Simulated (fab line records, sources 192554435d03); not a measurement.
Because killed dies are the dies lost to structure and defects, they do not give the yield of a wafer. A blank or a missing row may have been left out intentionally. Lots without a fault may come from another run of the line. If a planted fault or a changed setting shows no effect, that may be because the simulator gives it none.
Split-lot experiment    flow n5Finfet    39 wafers read from 7 lots, route of 1938 steps

ABOUT THE SPLIT
At N5_FIN_SAQP_DEVELOP_15 (develop time 30 s), the setting developTimeS was moved away from the recipe's 30 s on 12 of the 39 wafers read, by -58.2% to +26.8%. The other wafers ran this setting at the recipe's value.

Split to reading: the file shows no intervening step.

THE READING
cdNm, in nm, at N5_FIN_SAQP_CD_MEAS_16 (target cd 35.6 nm). A value of 35.6 nm with a standard deviation of 0.31 nm is what fault-free wafers of this fab line usually give.

wafer   tool, chamber at the split  developTimeS as run, s  against the recipe  cdNm, nm  against lot-mates on the recipe
L074.3  lithoTrack-02, 0            30                      recipe              35.6      -
L074.4  lithoTrack-02, 0            30                      recipe              35.4      -
L074.6  lithoTrack-02, 0            30                      recipe              35.4      -
L077.1  lithoTrack-05, 0            30                      recipe              35.0      -
L077.2  lithoTrack-05, 0            30                      recipe              35.4      -
L077.3  lithoTrack-05, 0            30                      recipe              35.6      -
L077.4  lithoTrack-05, 0            30                      recipe              35.3      -
L077.5  lithoTrack-05, 0            30                      recipe              35.5      -
L077.6  lithoTrack-05, 0            30                      recipe              35.8      -
L079.1  lithoTrack-05, 0            30                      recipe              35.7      -
L079.2  lithoTrack-05, 0            30                      recipe              35.9      -
L079.3  lithoTrack-05, 0            30                      recipe              36.2      -
L079.4  lithoTrack-05, 0            30                      recipe              35.6      -
L079.5  lithoTrack-05, 0            30                      recipe              35.9      -
L079.6  lithoTrack-05, 0            30                      recipe              35.5      -
L080.1  lithoTrack-04, 0            30                      recipe              35.2      -
L080.2  lithoTrack-04, 0            30                      recipe              35.6      -
L080.3  lithoTrack-04, 0            30                      recipe              35.8      -
L080.4  lithoTrack-04, 0            14.65                   -51.2%              37.2      +1.7
L080.5  lithoTrack-04, 0            14.65                   -51.2%              37.2      +1.7
L080.6  lithoTrack-04, 0            14.65                   -51.2%              36.9      +1.4
L081.1  lithoTrack-05, 0            30                      recipe              36.1      -
L081.2  lithoTrack-05, 0            18.94                   -36.9%              36.8      +0.8
L081.3  lithoTrack-05, 0            18.94                   -36.9%              37.3      +1.3
L081.4  lithoTrack-05, 0            30                      recipe              35.8      -
L081.5  lithoTrack-05, 0            18.94                   -36.9%              37.0      +1.0
L081.6  lithoTrack-05, 0            30                      recipe              36.0      -
L083.1  lithoTrack-04, 0            30                      recipe              35.5      -
L083.2  lithoTrack-04, 0            30                      recipe              35.4      -
L083.3  lithoTrack-04, 0            30                      recipe              35.3      -
L083.4  lithoTrack-04, 0            38.03                   +26.8%              35.3      -0.1
L083.5  lithoTrack-04, 0            38.03                   +26.8%              34.5      -0.9
L083.6  lithoTrack-04, 0            38.03                   +26.8%              35.4      +0.0
L089.1  lithoTrack-02, 0            12.53                   -58.2%              37.8      +2.1
L089.2  lithoTrack-02, 0            30                      recipe              36.0      -
L089.3  lithoTrack-02, 0            12.53                   -58.2%              37.1      +1.4
L089.4  lithoTrack-02, 0            30                      recipe              35.8      -
L089.5  lithoTrack-02, 0            12.53                   -58.2%              37.5      +1.8
L089.6  lithoTrack-02, 0            30                      recipe              35.3      -

FIT RESULTS
A straight line over all 39 wafers: cdNm changes by -0.0304 nm for each +1% of developTimeS; r = -0.92; the points scatter about the line by 0.31 nm.
The same after taking each lot's own level away (the mean of its wafers on the recipe; 39 wafers): -0.0278 nm for each +1%; r = -0.93; scatter 0.27 nm.
According to that fit, moving developTimeS by its largest amount changes the reading by 1.6 nm.
The span of the lots' own levels, 35.40 to 35.97 nm, comes to 1.8 times the standard deviation stated above.
Consequently the slope shifts little with the lot-to-lot level, the two slopes agreeing.
Check: for one of the wafers moved furthest among these (-58.2%), held out of the fit, the line's prediction against its lot-mates is +1.6 nm. It came out at +2.1 nm against them.

FILE'S OWN FIT
cdNm changes by -0.0289 nm for each +1% of developTimeS, r = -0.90.
